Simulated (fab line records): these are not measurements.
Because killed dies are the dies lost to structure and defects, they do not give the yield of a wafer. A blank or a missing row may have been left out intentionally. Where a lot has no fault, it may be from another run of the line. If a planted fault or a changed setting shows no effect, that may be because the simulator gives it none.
fab line records	flow nandHarc
record lots=6	wafers=18	lastDay=24
route steps=1159 shown P_CONTACT@248 P_M0@253
lots that met no fault: taken from a fault-free run of the same line
startH: start of the lot's first displayed wafer, in hours after the record's first day	waitH: hours from the lot's prior step to this one	" unchanged from the row above	L1.1+2: several wafers, shown together as one row	- no value, or no start given	* or withheld: withheld	< > ~ a bound
route shown NAME@n: NAME is a module with steps in the file, n the number in the route of the first one	usual: average and standard deviation across the fault-free wafers	same: alike in all rows	chamber/n: place in a boat	sites: per-site readings	_std_site: their standard deviation	_edge_site: inner sites' mean taken away from outer sites' mean	radiusMm: how far each site lies from the wafer's centre	mask NAME#n: copy n	behind: tool/chamber where the wafer was last shaped	hold: what put the lot on hold/how long, in hours/how the hold closed	device: transistor that didn't switch, given as n, p or np	end of line: tests of these same wafers at the route's end	a step given without rows: its recipe and nothing more	killed: at the first sort, the dies lost to defects and structure; wafer yield is something else	map: a wafer's dies, x killed, . not, _ none there
set.NAME: the run value of the setting; set.NAME@STEP: its run value at that earlier step	model.NAME: the simulator's own value behind a step, which no gauge read
lots at some steps of the route; a table a step, a row a wafer
services: a tool's chamber out of use, with start hour (startH, from the record's first day; less than 0 if before it), hours out, and reason
## steps
# step NHARC_P_CONTACT_CVD_23
# recipe targetThkA=2000	tempC=300	pressureTorr=40	wf6FlowSccm=40	h2FlowSccm=1600	arFlowSccm=1560	timeS=557	material=W
# usual heaterPowerW=486/50	throttleValvePct=7.81/0.19
# same timeS=557
lot.wafer	tool	chamber	startH	waitH	heaterPowerW	throttleValvePct
L470.1	cvdW-02	0	-	-	546	8.27
L470.4	"	1	"	"	478	7.94
L470.3	"	0	"	"	559	7.72
L476.2	cvdW-02	1	-	-	491	7.94
L476.1	"	0	"	"	562	8.05
L476.6	"	0	"	"	557	7.68
L479.3	cvdW-01	1	-	-	463	7.81
L479.4	"	0	"	"	411	7.74
L479.5	"	1	"	"	460	7.80
L480.1	cvdW-01	1	178.21	-	455	7.72
L480.3	"	1	"	"	484	7.83
L480.6	"	0	"	"	399	7.62
L486.1	cvdW-01	1	-	-	466	7.88
L486.3	"	0	"	"	403	7.56
L486.6	"	0	"	"	393	7.84
L488.2	cvdW-02	1	-	-	493	7.89
L488.4	"	0	"	"	521	7.85
L488.5	"	0	"	"	526	8.01
# step NHARC_P_CONTACT_CMP_24
# recipe tOverpolishS=30	targetThkNm=200
# usual motorCurrentA=12.5/1.3	overpolishRunS=30.000/0.0091	timeToEndpointS=39.4/2.2
lot.wafer	tool	chamber	startH	waitH	motorCurrentA	overpolishRunS	timeToEndpointS
L470.4	cmp-01	0	113.84	0.4	11.7	29.996	39.6
L470.3	"	1	"	"	12.1	30.000	37.5
L470.1	"	3	"	"	12.5	29.986	38.4
L476.2	cmp-02	2	147.20	0.6	14.2	29.995	38.6
L476.1	"	3	"	"	10.6	29.998	39.2
L476.6	"	0	"	"	12.8	29.995	37.6
L479.4	cmp-03	0	172.84	0.3	11.6	30.008	40.5
L479.3	"	1	"	"	12.3	30.001	40.1
L479.5	"	2	"	"	10.7	30.003	39.1
L480.1	cmp-01	2	178.78	0.5	10.3	30.023	38.6
L480.3	"	1	"	"	12.4	29.982	39.0
L480.6	"	2	"	"	10.1	30.000	39.8
L486.1	cmp-02	2	219.56	0.6	13.5	30.011	41.8
L486.3	"	3	"	"	11.0	29.988	43.7
L486.6	"	2	"	"	13.1	29.993	43.3
L488.4	cmp-03	0	224.34	0.3	12.1	29.988	41.4
L488.2	"	2	"	"	11.1	30.003	39.9
L488.5	"	1	"	"	12.6	30.008	37.1
# step NHARC_P_CONTACT_SRD_26
# step NHARC_P_CONTACT_INSPECT_27
# usual rawDefectCount=284/110
lot.wafer	tool	chamber	startH	waitH	rawDefectCount
L470.1	defectInspect-02	-	114.24	0.1	344
L470.3	"	-	"	"	435
L470.4	"	-	"	"	246
L476.1	defectInspect-01	-	147.55	0.1	264
L476.2	"	-	"	"	258
L476.6	"	-	"	"	211
L479.3	defectInspect-01	-	173.21	0.1	410
L479.4	"	-	"	"	245
L479.5	"	-	"	"	309
L480.1	defectInspect-02	-	179.18	0.1	253
L480.3	"	-	"	"	477
L480.6	"	-	"	"	420
L486.1	defectInspect-01	-	219.93	0.1	362
L486.3	"	-	"	"	178
L486.6	"	-	"	"	231
L488.2	defectInspect-02	-	224.74	0.1	255
L488.4	"	-	"	"	473
L488.5	"	-	"	"	486
# step NHARC_P_M0_DEP_00
# recipe targetThkA=1500	targetThkNm=150	tempC=withheld	pressureTorr=5	flowSccm=200	rfW=600	material=SiOC
# step NHARC_P_M0_DEHYDRATE_01
# recipe tempC=150	timeS=120
# step NHARC_P_M0_HMDS_02
# recipe timeS=30
# step NHARC_P_M0_COAT_33
# recipe tempC=200	timeS=65
# step NHARC_P_M0_COAT_03
# recipe spinRpm=1500	resistThkNm=90
# step NHARC_P_M0_SOFTBAKE_04
# recipe tempC=105	timeS=55
# step NHARC_P_M0_EBR_05
# step NHARC_P_M0_EXPOSE_06
# recipe na=1.35	targetCdNm=90	doseMj=81.28	maskId=P_M0
# usual exposureDoseMJCm2=81.19/0.072
lot.wafer	tool	chamber	startH	waitH	mask	exposureDoseMJCm2
L470.1	arfiScanner-01	0	114.88	-	P_M0#0	81.18
L470.3	"	0	"	"	P_M0#0	81.20
L470.4	"	0	"	"	P_M0#0	81.18
L476.1	arfiScanner-03	0	148.34	-	P_M0#0	81.23
L476.2	"	0	"	"	P_M0#0	81.30
L476.6	"	0	"	"	P_M0#0	81.25
L479.3	arfiScanner-01	0	173.98	-	P_M0#0	58.91
L479.4	"	0	"	"	P_M0#0	58.84
L479.5	"	0	"	"	P_M0#0	58.78
L480.1	arfiScanner-01	0	179.82	-	P_M0#0	63.43
L480.3	"	0	"	"	P_M0#0	63.29
L480.6	"	0	"	"	P_M0#0	63.41
L486.1	arfiScanner-03	0	220.83	-	P_M0#0	81.05
L486.3	"	0	"	"	P_M0#0	81.11
L486.6	"	0	"	"	P_M0#0	81.26
L488.2	arfiScanner-03	0	225.65	-	P_M0#0	81.18
L488.4	"	0	"	"	P_M0#0	81.15
L488.5	"	0	"	"	P_M0#0	81.29
# step NHARC_P_M0_PEB_07
# recipe pebTempC=100	pebTimeS=65
# step NHARC_P_M0_DEVELOP_08
# recipe developTimeS=35	devTempC=23
# step NHARC_P_M0_CD_MEAS_09
# recipe targetCdNm=90	landingEnergyEv=500
# usual cdNm=90.1/0.53
lot.wafer	tool	chamber	startH	waitH	cdNm
L470.1	cdSem-03	0	115.02	-	90.4
L470.3	"	0	"	"	90.7
L470.4	"	0	"	"	90.9
L476.1	cdSem-03	0	148.48	-	89.7
L476.2	"	0	"	"	90.6
L476.6	"	0	"	"	91.4
L479.3	cdSem-01	0	174.11	-	70.3
L479.4	"	0	"	"	70.4
L479.5	"	0	"	"	70.1
L480.1	cdSem-01	0	179.95	-	75.5
L480.3	"	0	"	"	75.0
L480.6	"	0	"	"	75.6
L486.1	cdSem-02	0	220.97	-	90.1
L486.3	"	0	"	"	89.5
L486.6	"	0	"	"	89.6
L488.2	cdSem-02	0	225.79	-	90.3
L488.4	"	0	"	"	90.3
L488.5	"	0	"	"	90.4
# step NHARC_P_M0_OVL_MEAS_10
# recipe pitchNm=180
# usual overlayXNm=0.0/0.78	overlayYNm=0.4/0.83
lot.wafer	tool	chamber	startH	waitH	overlayXNm	overlayYNm
L470.1	overlay-02	-	115.11	-	0.6	0.4
L470.3	"	-	"	"	0.8	0.6
L470.4	"	-	"	"	0.9	0.5
L476.1	overlay-01	-	148.57	-	2.2	2.5
L476.2	"	-	"	"	2.4	2.4
L476.6	"	-	"	"	2.1	2.4
L479.3	overlay-01	-	174.20	-	-0.7	0.1
L479.4	"	-	"	"	-0.5	0.1
L479.5	"	-	"	"	-0.9	-0.1
L480.1	overlay-01	-	180.04	-	-0.4	1.2
L480.3	"	-	"	"	-0.2	0.7
L480.6	"	-	"	"	-0.3	1.6
L486.1	overlay-02	-	221.06	-	-0.3	0.1
L486.3	"	-	"	"	0.3	0.0
L486.6	"	-	"	"	0.1	0.6
L488.2	overlay-02	-	225.88	-	-0.2	1.7
L488.4	"	-	"	"	0.0	1.6
L488.5	"	-	"	"	-0.2	1.6
# step NHARC_P_M0_INSPECT_11
# usual rawDefectCount=4.2/2.8
lot.wafer	tool	chamber	startH	waitH	rawDefectCount
L470.1	defectInspect-01	-	115.14	0.0	5
L470.3	"	-	"	"	3
L470.4	"	-	"	"	5
L476.1	defectInspect-01	-	148.61	0.0	3
L476.2	"	-	"	"	4
L476.6	"	-	"	"	3
L479.3	defectInspect-02	-	174.23	0.0	4
L479.4	"	-	"	"	3
L479.5	"	-	"	"	5
L480.1	defectInspect-01	-	180.08	0.0	3
L480.3	"	-	"	"	4
L480.6	"	-	"	"	3
L486.1	defectInspect-02	-	221.09	0.0	7
L486.3	"	-	"	"	3
L486.6	"	-	"	"	2
L488.2	defectInspect-01	-	225.91	0.0	5
L488.4	"	-	"	"	1
L488.5	"	-	"	"	4
# step NHARC_P_M0_DESCUM_14
# recipe timeS=3	o2FlowSccm=200	arFlowSccm=0	biasPowerW=0	chemistry=O2
# usual drypumpMotorCurrentA=5.6/0.58	oesProductAu=0.997/0.0075	rfVppV=57.9/0.87	showerheadPlenumPTorr=1.94/0.056	throttleValvePct=11.311/0.0091
# same timeS=3
lot.wafer	tool	chamber	startH	waitH	drypumpMotorCurrentA	oesProductAu	rfHoursCounterH	rfVppV	showerheadPlenumPTorr	throttleValvePct	model.P_M0.cdNm
L470.3	rieDiel-09	0	115.21	0.1	5.7	0.989	2	57.6	2.01	11.329	91.14
L470.1	"	1	"	"	5.2	0.993	2	57.0	1.92	11.322	90.6
L470.4	"	2	"	"	5.9	0.987	2	57.3	1.87	11.318	91.27
L476.1	rieDiel-07	3	148.67	0.1	4.9	0.996	6	58.7	2.00	11.312	89.71
L476.2	"	2	"	"	5.4	0.992	6	56.7	1.92	11.306	90.22
L476.6	"	3	"	"	4.9	1.000	-	58.9	2.00	11.306	90.87
L479.4	rieDiel-06	0	174.30	0.1	6.3	1.006	6	57.6	1.90	11.314	70.18
L479.3	"	2	"	"	4.7	0.996	6	57.5	1.98	11.328	70.97
L479.5	"	0	"	"	6.3	0.999	-	57.2	1.90	11.317	70.21
L480.1	rieDiel-06	2	180.15	0.1	4.7	0.992	7	57.0	1.98	11.299	75.44
L480.3	"	1	"	"	4.9	1.003	6	56.1	1.90	11.309	74.63
L480.6	"	3	"	"	6.7	1.003	-	58.4	2.00	11.310	75.61
L486.1	rieDiel-09	2	221.17	0.1	5.9	0.984	9	58.0	1.87	11.310	90.23
L486.3	"	3	"	"	5.5	0.993	11	56.9	1.89	11.298	89.81
L486.6	"	2	"	"	5.9	0.980	-	58.7	1.87	11.310	90.25
L488.2	rieDiel-07	1	225.98	0.1	5.6	1.000	11	58.5	2.01	11.312	89.86
L488.4	"	2	"	"	5.4	0.998	13	58.1	1.91	11.309	90.51
L488.5	"	1	"	"	5.6	0.999	-	60.0	2.01	11.327	89.94
# step NHARC_P_M0_ETCH_34
# recipe targetDepthA=400	overetchA=120	timeS=43.94	ionEnergyEv=200	n2FlowSccm=150	h2FlowSccm=150	arFlowSccm=0	rfW=400	biasW=150	chemistry=N2/H2
# usual drypumpMotorCurrentA=5.6/0.58	oesProductAu=0.998/0.0073	rfFwdPowerW=395.7/1.7	rfVppV=431.2/1.8	showerheadPlenumPTorr=2.07/0.06	throttleValvePct=14.170/0.0083
# same timeS=43.94
lot.wafer	tool	chamber	startH	waitH	drypumpMotorCurrentA	oesProductAu	rfFwdPowerW	rfHoursCounterH	rfVppV	showerheadPlenumPTorr	throttleValvePct
L470.3	rieDiel-09	0	115.30	0.1	5.7	0.989	395.3	2	433.3	2.14	14.177
L470.4	"	1	"	"	5.3	0.987	391.3	2	430.6	2.05	14.166
L470.1	"	2	"	"	5.9	0.982	397.3	2	429.5	1.99	14.160
L476.1	rieDiel-07	0	148.76	0.1	5.5	1.001	395.5	6	429.8	1.98	14.169
L476.2	"	2	"	"	5.3	1.006	397.6	6	429.6	2.04	14.171
L476.6	"	0	"	"	5.5	0.994	394.8	-	429.4	1.98	14.166
L479.4	rieDiel-06	3	174.70	0.4	6.7	1.007	394.5	7	432.6	2.14	14.170
L479.3	"	0	"	"	6.3	1.007	396.9	7	429.0	2.02	14.152
L479.5	"	0	"	"	6.3	0.992	398.4	-	431.8	2.02	14.171
L480.3	rieDiel-06	0	180.23	0.1	6.3	1.005	395.7	7	429.8	2.02	14.183
L480.1	"	3	"	"	6.7	1.007	394.9	7	432.3	2.14	14.185
L480.6	"	0	"	"	6.3	1.000	395.9	-	430.2	2.02	14.167
L486.1	rieDiel-09	0	221.25	0.1	5.7	1.008	394.9	11	433.1	2.14	14.168
L486.3	"	3	"	"	5.5	0.998	397.2	11	428.9	2.01	14.170
L486.6	"	2	"	"	5.9	1.004	395.5	-	428.2	1.99	14.162
L488.2	rieDiel-07	2	226.06	0.1	5.4	1.002	395.2	13	430.3	2.04	14.163
L488.4	"	0	"	"	5.5	0.993	397.3	12	428.0	1.98	14.172
L488.5	"	1	"	"	5.6	1.003	393.1	-	431.1	2.15	14.160
# step NHARC_P_M0_ETCH_15
# recipe targetDepthA=1500	overetchA=150	timeS=82.5	c4f8FlowSccm=withheld	arFlowSccm=400	rfW=600	biasW=300	chemistry=C4F8/Ar
# usual oesProductAu=0.946/0.02	rfFwdPowerW=595.6/2.2	rfVppV=441.6/1.9
# same timeS=82.5
lot.wafer	tool	chamber	startH	waitH	oesProductAu	rfFwdPowerW	rfHoursCounterH	rfVppV	model.P_M0.cdNm
L470.1	rieDiel-09	3	-	-	0.978	596.5	2	440.3	90.24
L470.3	"	0	"	"	0.947	594.7	2	443.9	90.77
L470.4	"	1	"	"	0.929	590.9	2	440.5	90.69
L476.1	rieDiel-07	0	-	-	0.953	591.2	6	440.5	89.74
L476.2	"	1	"	"	0.975	591.3	6	443.1	90.25
L476.6	"	3	"	"	0.956	596.6	-	444.3	91.03
L479.3	rieDiel-06	3	-	-	0.939	597.2	7	444.3	70.7
L479.4	"	0	"	"	0.939	595.4	7	440.7	70.2
L479.5	"	2	"	"	0.950	597.0	-	442.3	69.62
L480.1	rieDiel-06	1	-	-	0.910	598.6	6	441.0	75.48
L480.3	"	2	"	"	0.923	596.6	7	443.1	74.55
L480.6	"	0	"	"	0.921	597.0	-	440.3	75.55
L486.1	rieDiel-09	0	-	-	0.945	594.4	12	443.3	90.12
L486.3	"	2	"	"	0.956	591.6	9	439.5	90.22
L486.6	"	2	"	"	0.946	595.3	-	439.1	90.32
L488.4	rieDiel-07	2	-	-	0.925	597.1	13	439.3	90.49
L488.2	"	3	"	"	0.930	592.9	13	444.0	90.13
L488.5	"	0	"	"	0.923	599.5	-	438.2	90.01
# step NHARC_P_M0_CD_MEAS_16
# usual cdNm=90.0/0.59
lot.wafer	tool	chamber	startH	waitH	cdNm
L470.1	cdSem-02	-	115.50	-	90.3
L470.3	"	-	"	"	90.7
L470.4	"	-	"	"	90.8
L476.1	cdSem-02	-	148.97	-	90.1
L476.2	"	-	"	"	90.3
L476.6	"	-	"	"	91.3
L479.3	cdSem-02	-	174.92	-	70.3
L479.4	"	-	"	"	70.1
L479.5	"	-	"	"	69.8
L480.1	cdSem-03	-	180.45	-	75.2
L480.3	"	-	"	"	74.8
L480.6	"	-	"	"	75.4
L486.1	cdSem-03	-	221.49	-	89.9
L486.3	"	-	"	"	90.5
L486.6	"	-	"	"	90.4
L488.2	cdSem-02	-	226.28	-	90.2
L488.4	"	-	"	"	90.4
L488.5	"	-	"	"	90.2
## services
tool	chamber	startH	hours	kind
arfiScanner-01	-	89.83	0.2	repair
cmp-03	-	96.85	0.9	repair
arfiScanner-01	-	104.37	2.5	repair
rieDiel-09	1	109.81	2.5	repair
cvdW-01	-	109.95	1.6	repair
cvdW-01	-	112.34	13.0	pm
rieDiel-07	1	114.16	2.4	repair
arfiScanner-01	-	124.49	1.3	repair
cvdW-01	0	125.56	15.3	repair
rieDiel-07	-	128.03	0.5	repair
cmp-02	-	128.62	4.0	pm
cmp-01	-	130.09	0.4	repair
rieDiel-06	-	130.10	0.2	repair
rieDiel-09	2	130.72	19.2	repair
arfiScanner-03	-	140.00	4.0	pm
rieDiel-09	3	146.04	5.1	repair
arfiScanner-01	-	149.16	1.4	repair
arfiScanner-03	-	170.56	13.7	repair
cvdW-02	-	195.00	13.0	pm
rieDiel-07	3	195.03	1.2	repair
arfiScanner-03	-	195.48	3.6	repair
arfiScanner-01	-	196.00	4.0	pm
rieDiel-09	1	207.74	32.3	repair
rieDiel-06	1	208.61	9.3	repair
## key
firstSign step=NHARC_P_M0_EXPOSE_06	reading=exposureDoseMJCm2	direction=down	sigmas=99+	usual=81.19	struck=61.11
effect step=NHARC_P_M0_CD_MEAS_09	reading=cdNm	direction=down	sigmas=33	usual=90.1	struck=72.8	through=controlLoop
effect step=NHARC_P_M0_CD_MEAS_16	reading=cdNm	direction=down	sigmas=29	usual=90.0	struck=72.6	through=controlLoop
modelEffect step=NHARC_P_M0_DESCUM_14	value=P_M0.cdNm	without=90.45	struck=72.84
modelEffect step=NHARC_P_M0_ETCH_15	value=P_M0.cdNm	without=90.29	struck=72.68
metAt NHARC_P_M0_EXPOSE_06
struckWafers L479.3,L479.4,L479.5,L480.1,L480.3,L480.6
laterRowsLeftOut L479.3,L479.4,L479.5
sortLeftOut L479.3,L479.4,L479.5,L480.1,L480.3,L480.6
loopTrim step=NHARC_P_M0_EXPOSE_06	setting=dose	lots=L480
onsetBetween 114.88 173.98
fault kind=processParameterDrift	tool=arfiScanner-01	chamber=-	onsetH=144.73	steps=NHARC_P_M0_EXPOSE_06	channel=doseMj	offset=-22.334	shape=step	actsIn=theseRecipesOnly	stated=81.28
# sortLeftOut: the simulated sort isn't trusted on such a fault, so these wafers' sort isn't shown, and their yield isn't known
# laterRowsLeftOut: the simulator's readings of these wafers behind a module that went badly wrong aren't trusted and aren't shown, but for the sort
# loopTrim: a control loop set the setting to another value than it would have without faults
